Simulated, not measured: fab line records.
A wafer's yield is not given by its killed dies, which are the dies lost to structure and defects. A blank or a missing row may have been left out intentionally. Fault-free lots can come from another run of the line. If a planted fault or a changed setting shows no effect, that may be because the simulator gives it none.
Which tool did it? -- flow n5Finfet -- Sampling: 24 lots, 72 wafers, 5 of 1938 route steps

== WHAT EACH GAUGE READ, for each wafer ==
N5_BEOL_M9_INSPECT_13: inspects for defects (brightfield). Usual: rawDefectCount at 372, with a standard deviation of 76.
lot,measured,on,rawDefectCount,flag
L074,day 9 21:45,defectInspect-02,355 415 615,
L076,day 10 03:32,defectInspect-02,437 289 354,
L075,day 10 08:43,defectInspect-02,371 408 455,
L077,day 10 14:39,defectInspect-02,320 289 303,
L078,day 10 17:40,defectInspect-02,337 400 529,
L079,day 11 02:41,defectInspect-02,296 335 482,
L080,day 11 06:26,defectInspect-02,354 420 366,
L081,day 11 19:07,defectInspect-02,377 354 357,
L083,day 12 01:16,defectInspect-01,211 389 254,
L082,day 12 04:33,defectInspect-01,372 560 326,
L084,day 12 11:16,defectInspect-01,366 398 495,
L088,day 13 04:58,defectInspect-02,356 340 362,
L085,day 13 05:13,defectInspect-02,505 520 464,
L086,day 13 05:31,defectInspect-01,312 383 298,
L091,day 13 10:58,defectInspect-02,301 417 306,
L087,day 13 11:35,defectInspect-02,324 394 425,
L090,day 13 15:09,defectInspect-02,309 225 378,
L089,day 13 18:30,defectInspect-01,313 352 386,
L092,day 14 17:35,defectInspect-02,347 559 375,
L094,day 14 17:44,defectInspect-02,350 332 386,
L093,day 14 21:17,defectInspect-02,300 413 339,
L095,day 15 00:27,defectInspect-01,359 439 408,
L096,day 15 14:50,defectInspect-02,372 358 308,
L097,day 15 15:09,defectInspect-01,377 386 473,

N5_BEOL_M9_OVL_MEAS_29. Usual: V8_OVL typically reads -0.1 nm, with standard deviation 0.62.
lot,measured,on,V8_OVL (nm),flag
L074,day 9 23:10,overlay-02,0.7 -0.6 0.2,
L076,day 10 04:21,overlay-01,0.2 0.1 0.1,
L075,day 10 10:13,overlay-02,0.0 -0.6 -0.1,
L077,day 10 16:17,overlay-01,0.7 0.6 0.0,
L078,day 10 19:43,overlay-02,0.1 0.0 -0.2,
L079,day 11 04:56,overlay-01,-0.3 -0.1 -0.4,
L080,day 11 07:29,overlay-02,0.2 0.3 0.0,
L081,day 11 23:07,overlay-02,-0.6 -0.6 -0.3,
L083,day 12 03:22,overlay-02,-0.8 -0.2 0.8,
L082,day 12 06:02,overlay-01,0.5 -0.3 -1.0,
L084,day 12 12:40,overlay-01,-1.0 -0.7 0.3,
L088,day 13 07:31,overlay-01,-1.0 -1.0 -1.2,
L085,day 13 07:08,overlay-02,0.0 0.2 0.5,
L086,day 13 07:22,overlay-01,-0.8 -0.4 0.1,
L091,day 13 13:23,overlay-02,0.9 -0.2 0.4,
L087,day 13 13:26,overlay-01,1.5 0.8 0.4,
L090,day 13 17:11,overlay-01,-0.3 1.2 0.3,
L089,day 13 20:16,overlay-02,-0.9 -1.6 -1.9,
L092,day 14 19:47,overlay-01,0.1 0.3 -0.9,
L094,day 14 19:59,overlay-01,-0.3 1.1 -0.1,
L093,day 14 23:13,overlay-01,0.6 1.1 -0.3,
L095,day 15 01:28,overlay-01,0.3 -0.5 -0.4,
L096,day 15 16:55,overlay-01,-0.6 -0.7 0.2,
L097,day 15 17:05,overlay-01,0.8 0.7 0.1,

== WHICH TOOL RAN EACH LOT (tool, then ch and the chambers of the sampled wafers, then the start) ==
lot,N5_BEOL_M9_CURE_71,N5_BEOL_M9_ETCH_61,N5_BEOL_M9_STRIP_67
L074,"uvCure-02 ch 2, day 9 19:22","rieDiel-04 ch 0,1,3, day 9 22:10","rieDiel-04 ch 0,1,3, day 9 22:22"
L076,"uvCure-01 ch 2, day 10 01:27","rieDiel-04 ch 0,1,3, day 10 03:36","rieDiel-04 ch 0,1,3, day 10 03:47"
L075,"uvCure-01 ch 0, day 10 06:34","rieDiel-01 ch 1,2,3, day 10 08:47","rieDiel-01 ch 1,2,3, day 10 08:59"
L077,"uvCure-02 ch 2, day 10 12:12","rieDiel-04 ch 0,1,3, day 10 14:43","rieDiel-04 ch 0,1,3, day 10 14:55"
L078,"uvCure-02 ch 1, day 10 15:12","rieDiel-05 ch 0,1,3, day 10 17:43","rieDiel-05 ch 0,1,3, day 10 17:55"
L079,"uvCure-01 ch 0, day 11 00:05","rieDiel-01 ch 1,3, day 11 02:45","rieDiel-01 ch 1,3, day 11 02:57"
L080,"uvCure-02 ch 0, day 11 04:25","rieDiel-04 ch 1,3, day 11 06:31","rieDiel-04 ch 1,3, day 11 06:43"
L081,"uvCure-02 ch 2, day 11 16:45","rieDiel-04 ch 0,1, day 11 19:34","rieDiel-04 ch 0,1, day 11 19:46"
L083,"uvCure-01 ch 2, day 11 21:38","rieDiel-05 ch 0,1, day 12 01:22","rieDiel-05 ch 0,1, day 12 01:34"
L082,"uvCure-02 ch 1, day 12 03:19","rieDiel-04 ch 0,1,3, day 12 04:37","rieDiel-04 ch 0,1,3, day 12 04:49"
L084,"uvCure-01 ch 2, day 12 08:11","rieDiel-01 ch 1,2,3, day 12 11:20","rieDiel-01 ch 1,2,3, day 12 11:32"
L088,"uvCure-02 ch 0, day 13 01:20","rieDiel-05 ch 0,1,2, day 13 05:02","rieDiel-05 ch 0,1,2, day 13 05:14"
L085,"uvCure-02 ch 0, day 13 01:49","rieDiel-05 ch 0,1,2, day 13 05:17","rieDiel-05 ch 0,1,2, day 13 05:29"
L086,"uvCure-02 ch 1, day 13 04:05","rieDiel-01 ch 0,1, day 13 05:35","rieDiel-01 ch 0,1, day 13 05:47"
L091,"uvCure-02 ch 1, day 13 09:08","rieDiel-04 ch 0,1,2, day 13 11:02","rieDiel-04 ch 0,1,2, day 13 11:14"
L087,"uvCure-01 ch 1, day 13 09:12","rieDiel-05 ch 0,1,2, day 13 11:44","rieDiel-05 ch 0,1,2, day 13 11:56"
L090,"uvCure-01 ch 0, day 13 12:25","rieDiel-01 ch 0,1,2, day 13 15:13","rieDiel-01 ch 0,1,2, day 13 15:25"
L089,"uvCure-01 ch 2, day 13 14:58","rieDiel-04 ch 0,1,3, day 13 18:44","rieDiel-04 ch 0,1,3, day 13 18:56"
L092,"uvCure-02 ch 2, day 14 13:28","rieDiel-01 ch 0,3, day 14 17:39","rieDiel-01 ch 0,3, day 14 17:50"
L094,"uvCure-01 ch 1, day 14 13:34","rieDiel-05 ch 1,2,3, day 14 17:49","rieDiel-05 ch 1,2,3, day 14 18:01"
L093,"uvCure-01 ch 1, day 14 19:31","rieDiel-01 ch 0,3, day 14 21:22","rieDiel-01 ch 0,3, day 14 21:34"
L095,"uvCure-01 ch 1, day 14 22:07","rieDiel-04 ch 0,1,2, day 15 00:36","rieDiel-04 ch 0,1,2, day 15 00:47"
L096,"uvCure-02 ch 2, day 15 11:26","rieDiel-01 ch 1,2,3, day 15 15:05","rieDiel-01 ch 1,2,3, day 15 15:17"
L097,"uvCure-02 ch 2, day 15 13:02","rieDiel-05 ch 1,2,3, day 15 15:17","rieDiel-05 ch 1,2,3, day 15 15:29"
- N5_BEOL_M9_CURE_71: cures SiCOH lowk, time 240 s.
- N5_BEOL_M9_ETCH_61: etches SiARC in CF4, target depth 39 nm, time 65 s.
- N5_BEOL_M9_STRIP_67: strips in CF4.

== WHAT THE TOOLS THEMSELVES READ (means of the sampled wafers that have a number; where no wafer has one, the mark that the record gives instead) ==
N5_BEOL_M9_CURE_71. Usual: lampPowerPct 52.31 %, standard deviation 0.057; wafer_temp_C_max 386.8, standard deviation 0.58.
lot,tool,lampPowerPct (%),wafer_temp_C_max,flag
L074,uvCure-02,52.33,386.8,
L076,uvCure-01,52.27,387.2,
L075,uvCure-01,52.25,387.3,
L077,uvCure-02,52.28,386.2,
L078,uvCure-02,52.33,386.7,
L079,uvCure-01,52.31,387.2,
L080,uvCure-02,52.28,387.1,
L081,uvCure-02,52.31,386.3,
L083,uvCure-01,52.32,387.2,
L082,uvCure-02,52.35,386.5,
L084,uvCure-01,52.32,386.8,
L088,uvCure-02,52.35,388.0,
L085,uvCure-02,52.38,387.0,
L086,uvCure-02,52.24,386.6,
L091,uvCure-02,52.32,386.2,
L087,uvCure-01,52.29,386.9,
L090,uvCure-01,52.27,388.1,
L089,uvCure-01,52.31,386.9,
L092,uvCure-02,52.27,386.4,
L094,uvCure-01,52.26,386.4,
L093,uvCure-01,52.31,386.5,
L095,uvCure-01,52.25,386.9,
L096,uvCure-02,52.30,386.2,
L097,uvCure-02,52.34,386.2,

N5_BEOL_M9_ETCH_61. Usual: for cf4FlowSccm, 99.98 sccm with a standard deviation of 0.29; for drypumpMotorCurrentA, 5.8 A with a standard deviation of 0.4; for etchRfOnTimeS, 64.6 s with a standard deviation of 1.5; for oesProductAu, 0.68 a.u. with a standard deviation of 0.054; for rfVppV, 184.4 V with a standard deviation of 1.2; for showerheadPlenumPTorr, 2.17 Torr with a standard deviation of 0.071; for throttleValvePct, 15.58 % with a standard deviation of 0.16.
lot,tool,cf4FlowSccm (sccm),drypumpMotorCurrentA (A),etchRfOnTimeS (s),oesProductAu (a.u.),rfVppV (V),showerheadPlenumPTorr (Torr),throttleValvePct (%),flag
L074,rieDiel-04,99.77,5.6,62.7,0.73,185.2,2.22,15.51,
L076,rieDiel-04,99.92,5.6,63.1,0.72,185.5,2.22,15.50,
L075,rieDiel-01,99.84,5.8,64.7,0.67,184.0,2.11,15.56,
L077,rieDiel-04,100.14,5.5,63.0,0.72,185.0,2.22,15.51,
L078,rieDiel-05,100.04,6.1,65.2,0.68,184.5,2.16,15.67,
L079,rieDiel-01,100.16,6.2,64.8,0.68,183.2,2.11,15.45,
L080,rieDiel-04,99.88,5.8,63.3,0.76,185.6,2.27,15.45,
L081,rieDiel-04,100.01,5.6,63.2,0.69,185.1,2.22,15.64,
L083,rieDiel-05,99.65,6.0,65.7,0.68,183.6,2.11,15.69,
L082,rieDiel-04,100.22,5.6,62.6,0.71,185.0,2.22,15.54,
L084,rieDiel-01,99.94,5.8,65.4,0.66,183.5,2.10,15.60,
L088,rieDiel-05,100.10,5.8,65.6,0.68,184.0,2.13,15.71,
L085,rieDiel-05,99.99,5.8,65.5,0.67,183.7,2.13,15.71,
L086,rieDiel-01,100.30,6.1,64.4,0.63,184.6,2.16,15.54,
L091,rieDiel-04,99.91,5.5,63.8,0.68,185.5,2.22,15.53,
L087,rieDiel-05,100.05,5.8,66.0,0.68,183.9,2.13,15.73,
L090,rieDiel-01,99.95,5.9,65.9,0.64,184.0,2.12,15.60,
L089,rieDiel-04,100.10,5.6,63.4,0.69,185.3,2.21,15.56,
L092,rieDiel-01,99.78,6.0,64.4,0.62,184.1,2.17,15.63,
L094,rieDiel-05,99.71,5.9,64.4,0.70,184.2,2.13,15.65,
L093,rieDiel-01,99.79,6.1,65.2,0.61,184.3,2.17,15.64,
L095,rieDiel-04,100.21,5.5,63.7,0.68,185.3,2.21,15.56,
L096,rieDiel-01,100.00,5.8,65.4,0.64,183.1,2.09,15.64,
L097,rieDiel-05,100.16,5.9,63.3,0.69,183.9,2.13,15.65,

N5_BEOL_M9_STRIP_67. Usual: cf4FlowSccm 150.0 sccm, standard deviation 0.51; drypumpMotorCurrentA 5.8 A, standard deviation 0.4; oesProductAu 0.79 a.u., standard deviation 0.061; rfVppV 271.4 V, standard deviation 1.6; showerheadPlenumPTorr 1.82 Torr, standard deviation 0.062; throttleValvePct 13.55 %, standard deviation 0.17.
lot,tool,cf4FlowSccm (sccm),drypumpMotorCurrentA (A),oesProductAu (a.u.),rfVppV (V),showerheadPlenumPTorr (Torr),throttleValvePct (%),flag
L074,rieDiel-04,150.3,5.5,0.83,272.9,1.87,13.47,
L076,rieDiel-04,149.9,5.5,0.82,272.2,1.86,13.46,
L075,rieDiel-01,150.1,5.8,0.79,270.4,1.76,13.51,
L077,rieDiel-04,149.7,5.5,0.83,272.5,1.86,13.47,
L078,rieDiel-05,149.5,6.0,0.80,271.4,1.81,13.66,
L079,rieDiel-01,150.6,6.2,0.79,270.2,1.77,13.43,
L080,rieDiel-04,150.1,5.8,0.87,273.1,1.90,13.41,
L081,rieDiel-04,149.5,5.6,0.79,272.6,1.86,13.60,
L083,rieDiel-05,150.2,6.0,0.81,270.3,1.77,13.65,
L082,rieDiel-04,149.8,5.6,0.81,273.3,1.86,13.50,
L084,rieDiel-01,150.2,5.8,0.77,270.0,1.76,13.55,
L088,rieDiel-05,149.9,5.8,0.80,271.3,1.79,13.69,
L085,rieDiel-05,149.9,5.8,0.79,271.2,1.79,13.68,
L086,rieDiel-01,150.2,6.2,0.74,270.8,1.81,13.55,
L091,rieDiel-04,149.8,5.5,0.79,273.0,1.86,13.51,
L087,rieDiel-05,150.0,5.8,0.79,270.2,1.79,13.69,
L090,rieDiel-01,149.3,5.8,0.76,270.2,1.77,13.59,
L089,rieDiel-04,150.1,5.6,0.79,271.0,1.86,13.54,
L092,rieDiel-01,150.5,6.1,0.71,270.7,1.81,13.63,
L094,rieDiel-05,149.6,5.9,0.81,270.7,1.79,13.63,
L093,rieDiel-01,149.7,6.0,0.72,270.9,1.81,13.65,
L095,rieDiel-04,149.8,5.5,0.78,271.7,1.85,13.54,
L096,rieDiel-01,149.6,5.8,0.75,270.4,1.75,13.62,
L097,rieDiel-05,150.4,5.9,0.81,270.9,1.79,13.65,

== THE ANSWER, worked out from the rows above alone ==
Rule: take the mean of a lot's wafers that have a number; if it is more than 3 standard deviations from the usual mean, the lot is off. Also off: a lot with no number at a reading for which 4 or more lots have one. All remaining lots with rows at the step are treated as sound. Order of review: gauges by route order, followed by the tools' own readings, for which a lot's mean as printed above is used. At the first step where some lot is off, the reading lying furthest off is the one used; lots without a number count as furthest.
No lot is off at any reading shown: from this, nothing can be told.

== WHAT HAD BEEN PUT IN BY THE SIMULATOR ==
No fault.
